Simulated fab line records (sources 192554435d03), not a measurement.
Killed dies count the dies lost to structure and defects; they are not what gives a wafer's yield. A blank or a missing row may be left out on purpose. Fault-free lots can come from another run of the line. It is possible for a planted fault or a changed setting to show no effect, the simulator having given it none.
Split-lot trial + flow n5-finfet + 21 wafers read from 7 lots, route of 1938 steps

== ABOUT THE SPLIT ==
At N5_BEOL_M6_EXPOSE_25 (exposes mask V5, target cd 40 nm), the setting dose-mj was moved away from the recipe's 45 on 8 of the 21 wafers read, by -6.9% to +5.2%. For the rest of the wafers, this setting stayed at what the recipe calls for.

== FROM THE SPLIT TO THE READING: what the file shows between them, 2 steps ==
- N5_BEOL_M6_PEB_26: peb time 60 s
- N5_BEOL_M6_DEVELOP_27: develop time 30 s

== THE READING ==
Shown in nm: cd-nm at N5_BEOL_M6_CD_MEAS_28, with target cd 40 nm. Fault-free wafers of this fab line usually give 40.02 nm, standard deviation 0.23 nm.

| wafer  | tool, chamber at the split | dose-mj as run | against the recipe | cd-nm, nm | against lot-mates on the recipe |
|--------|----------------------------|----------------|--------------------|-----------|---------------------------------|
| L076.3 | euv-scanner-01, 0          | 45             | recipe             | 40.11     | -                               |
| L076.4 | euv-scanner-01, 0          | 43.98          | -2.3%              | 39.46     | -0.65                           |
| L076.5 | euv-scanner-01, 0          | 43.98          | -2.3%              | 39.52     | -0.59                           |
| L078.2 | euv-scanner-01, 0          | 41.91          | -6.9%              | 38.11     | no lot-mate on the recipe       |
| L078.3 | euv-scanner-01, 0          | 41.91          | -6.9%              | 37.97     | no lot-mate on the recipe       |
| L078.4 | euv-scanner-01, 0          | 41.91          | -6.9%              | 38.60     | no lot-mate on the recipe       |
| L080.2 | euv-scanner-02, 0          | 45             | recipe             | 40.03     | -                               |
| L080.3 | euv-scanner-02, 0          | 45             | recipe             | 40.00     | -                               |
| L080.4 | euv-scanner-02, 0          | 45             | recipe             | 40.02     | -                               |
| L083.2 | euv-scanner-01, 0          | 45             | recipe             | 39.97     | -                               |
| L083.3 | euv-scanner-01, 0          | 43.77          | -2.7%              | 39.40     | -0.48                           |
| L083.6 | euv-scanner-01, 0          | 45             | recipe             | 39.79     | -                               |
| L084.1 | euv-scanner-01, 0          | 47.35          | +5.2%              | 40.90     | +1.00                           |
| L084.2 | euv-scanner-01, 0          | 45             | recipe             | 39.75     | -                               |
| L084.3 | euv-scanner-01, 0          | 45             | recipe             | 40.05     | -                               |
| L087.1 | euv-scanner-01, 0          | 45             | recipe             | 39.97     | -                               |
| L087.2 | euv-scanner-01, 0          | 45             | recipe             | 40.08     | -                               |
| L087.4 | euv-scanner-01, 0          | 42.69          | -5.1%              | 38.88     | -1.14                           |
| L090.1 | euv-scanner-01, 0          | 45             | recipe             | 39.96     | -                               |
| L090.2 | euv-scanner-01, 0          | 45             | recipe             | 39.95     | -                               |
| L090.3 | euv-scanner-01, 0          | 45             | recipe             | 39.73     | -                               |

FIT RESULTS
A straight line over all 21 wafers: cd-nm changes by +0.231 nm for each +1% of dose-mj; r = +0.97; the points scatter about the line by 0.17 nm.
The same after taking each lot's own level away (the mean of its wafers on the recipe; 18 wafers): +0.211 nm for each +1%; r = +0.97; scatter 0.1 nm.
The reading moves by 1.5 nm for the largest change in dose-mj, on that fit.
The lots' own levels span 39.880 to 40.110 nm, that is 1.0 times the standard deviation above.
So the lot-to-lot level changes the slope little: the two slopes agree.
Check: with one of the wafers moved furthest among these (+5.2%) left out of the fit, the line predicts +1.17 nm for it against its lot-mates. It came out at +1 nm against them.

== ADDITIONAL SPLITS CARRIED BY THESE WAFERS ==
Other splits were also applied to these wafers ahead of the reading. Each is held against what the fit with the lots' levels taken away leaves over:
| other split on the same wafers     | wafers away from the commonest value | r with cd-nm (lot level and that fit taken away) |
|------------------------------------|--------------------------------------|--------------------------------------------------|
| N5_BEOL_M4_DESCUM_33 time-s        | 9                                    | +0.27                                            |
| N5_BEOL_M4_TRENCH_ETCH_37 source-w | 6                                    | -0.17                                            |
| N5_BEOL_M5_COAT_22 spin-rpm        | 6                                    | -0.06                                            |
| N5_BEOL_M5_ETCH_68 time-s          | 3                                    | +0.12                                            |

== THE WHOLE CHAIN: every reading that the file lists as answering this split, in the file's order ==
| step                  | what it does                                                | reading                                                        | change (the file's fit)               | r (the file's) |
|-----------------------|-------------------------------------------------------------|----------------------------------------------------------------|---------------------------------------|----------------|
| N5_BEOL_M6_CD_MEAS_28 | target cd 40 nm                                             | cd-nm                                                          | +0.209 nm for each +1% of the setting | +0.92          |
| N5_BEOL_M6_DESCUM_33  | chemistry O2, time 7 s                                      | BEOL_M6.cd-nm (the simulator's own value, which no gauge read) | +0.245 nm for each +1% of the setting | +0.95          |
| N5_BEOL_M6_ETCH_72    | etches underlayer in N2/H2, target depth 6.5 nm, time 5.2 s | BEOL_M6.cd-nm (the simulator's own value, which no gauge read) | +0.233 nm for each +1% of the setting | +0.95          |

== THE FILE'S OWN FIT ==
cd-nm changes by +0.209 nm for each +1% of dose-mj, r = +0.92.
